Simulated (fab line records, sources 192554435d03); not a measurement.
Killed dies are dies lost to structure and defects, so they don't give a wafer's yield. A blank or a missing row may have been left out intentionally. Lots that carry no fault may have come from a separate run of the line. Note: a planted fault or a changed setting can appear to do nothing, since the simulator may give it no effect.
Chamber matching || flow n5 finfet || N5_BEOL_M0_SAQP_DESCUM_45 on rie diel-04: 4 sister chambers
The step chemistry O2, time 7 s. 14 wafers are shown with their chamber, then 7 later ones without.

== WAFERS WITH THEIR CHAMBER ==
{"wafer": "L079.2", "chamber": 0, "showerhead plenum p Torr (Torr)": 2.10, "throttle valve pct (%)": 20.20, "oes product au (a.u.)": 0.75}
{"wafer": "L079.3", "chamber": 2, "showerhead plenum p Torr (Torr)": 2.00, "throttle valve pct (%)": 20.42, "oes product au (a.u.)": 0.72}
{"wafer": "L079.5", "chamber": 1, "showerhead plenum p Torr (Torr)": 2.15, "throttle valve pct (%)": 20.65, "oes product au (a.u.)": 0.77}
{"wafer": "L082.1", "chamber": 0, "showerhead plenum p Torr (Torr)": 2.10, "throttle valve pct (%)": 20.23, "oes product au (a.u.)": 0.76}
{"wafer": "L082.4", "chamber": 3, "showerhead plenum p Torr (Torr)": 2.15, "throttle valve pct (%)": 20.48, "oes product au (a.u.)": 0.75}
{"wafer": "L082.5", "chamber": 0, "showerhead plenum p Torr (Torr)": 2.10, "throttle valve pct (%)": 20.23, "oes product au (a.u.)": 0.76}
{"wafer": "L083.2", "chamber": 3, "showerhead plenum p Torr (Torr)": 2.15, "throttle valve pct (%)": 20.46, "oes product au (a.u.)": 0.75}
{"wafer": "L083.4", "chamber": 0, "showerhead plenum p Torr (Torr)": 2.10, "throttle valve pct (%)": 20.24, "oes product au (a.u.)": 0.74}
{"wafer": "L083.6", "chamber": 1, "showerhead plenum p Torr (Torr)": 2.15, "throttle valve pct (%)": 20.67, "oes product au (a.u.)": 0.75}
{"wafer": "L086.1", "chamber": 2, "showerhead plenum p Torr (Torr)": 1.99, "throttle valve pct (%)": 20.42, "oes product au (a.u.)": 0.72}
{"wafer": "L086.3", "chamber": 3, "showerhead plenum p Torr (Torr)": 2.15, "throttle valve pct (%)": 20.50, "oes product au (a.u.)": 0.76}
{"wafer": "L086.5", "chamber": 3, "showerhead plenum p Torr (Torr)": 2.15, "throttle valve pct (%)": 20.48, "oes product au (a.u.)": 0.76}
{"wafer": "L087.2", "chamber": 3, "showerhead plenum p Torr (Torr)": 2.15, "throttle valve pct (%)": 20.49, "oes product au (a.u.)": 0.76}
{"wafer": "L087.3", "chamber": 2, "showerhead plenum p Torr (Torr)": 1.99, "throttle valve pct (%)": 20.45, "oes product au (a.u.)": 0.71}

SIGNATURES (means of the wafers above)
{"reading": "showerhead plenum p Torr", "chamber 0": 2.1000, "chamber 1": 2.1500, "chamber 2": 1.9933, "chamber 3": 2.1500, "scatter within a chamber": 0.00258}
{"reading": "throttle valve pct", "chamber 0": 20.2250, "chamber 1": 20.6600, "chamber 2": 20.4300, "chamber 3": 20.4820, "scatter within a chamber": 0.0161}
{"reading": "oes product au", "chamber 0": 0.7525, "chamber 1": 0.7600, "chamber 2": 0.7167, "chamber 3": 0.7560, "scatter within a chamber": 0.00813}
Rule: for a wafer and a chamber, the distance is found by dividing, reading by reading, the gap between the wafer's reading and the chamber's mean by the reading's scatter, squaring, summing and taking the root. The wafer belongs to the nearest chamber; if the next one is less than 2 further off, it can't be placed. The scatter: take each reading less its chamber's mean, square it, sum over the shown wafers, divide by the number of wafers less the number of chambers, and take the root.

== WAFERS MISSING THEIR CHAMBER ==
{"wafer": "L087.6", "showerhead plenum p Torr (Torr)": 2.09, "throttle valve pct (%)": 20.23, "oes product au (a.u.)": 0.74}
{"wafer": "L089.1", "showerhead plenum p Torr (Torr)": 2.09, "throttle valve pct (%)": 20.23, "oes product au (a.u.)": 0.74}
{"wafer": "L089.4", "showerhead plenum p Torr (Torr)": 1.99, "throttle valve pct (%)": 20.45, "oes product au (a.u.)": 0.71}
{"wafer": "L089.6", "showerhead plenum p Torr (Torr)": 2.09, "throttle valve pct (%)": 20.23, "oes product au (a.u.)": 0.75}
{"wafer": "L092.3", "showerhead plenum p Torr (Torr)": 2.15, "throttle valve pct (%)": 20.48, "oes product au (a.u.)": 0.75}
{"wafer": "L092.5", "showerhead plenum p Torr (Torr)": 2.15, "throttle valve pct (%)": 20.69, "oes product au (a.u.)": 0.74}
{"wafer": "L092.6", "showerhead plenum p Torr (Torr)": 2.15, "throttle valve pct (%)": 20.48, "oes product au (a.u.)": 0.75}

== EACH ONE'S CHAMBER ==
{"wafer": "L087.6", "from the rows above": 0, "in truth": 0}
{"wafer": "L089.1", "from the rows above": 0, "in truth": 0}
{"wafer": "L089.4", "from the rows above": 2, "in truth": 2}
{"wafer": "L089.6", "from the rows above": 0, "in truth": 0}
{"wafer": "L092.3", "from the rows above": 3, "in truth": 3}
{"wafer": "L092.5", "from the rows above": 1, "in truth": 1}
{"wafer": "L092.6", "from the rows above": 3, "in truth": 3}
Placed correctly: 7 of 7. Not placeable from these rows: 0. 0 placed wrongly.
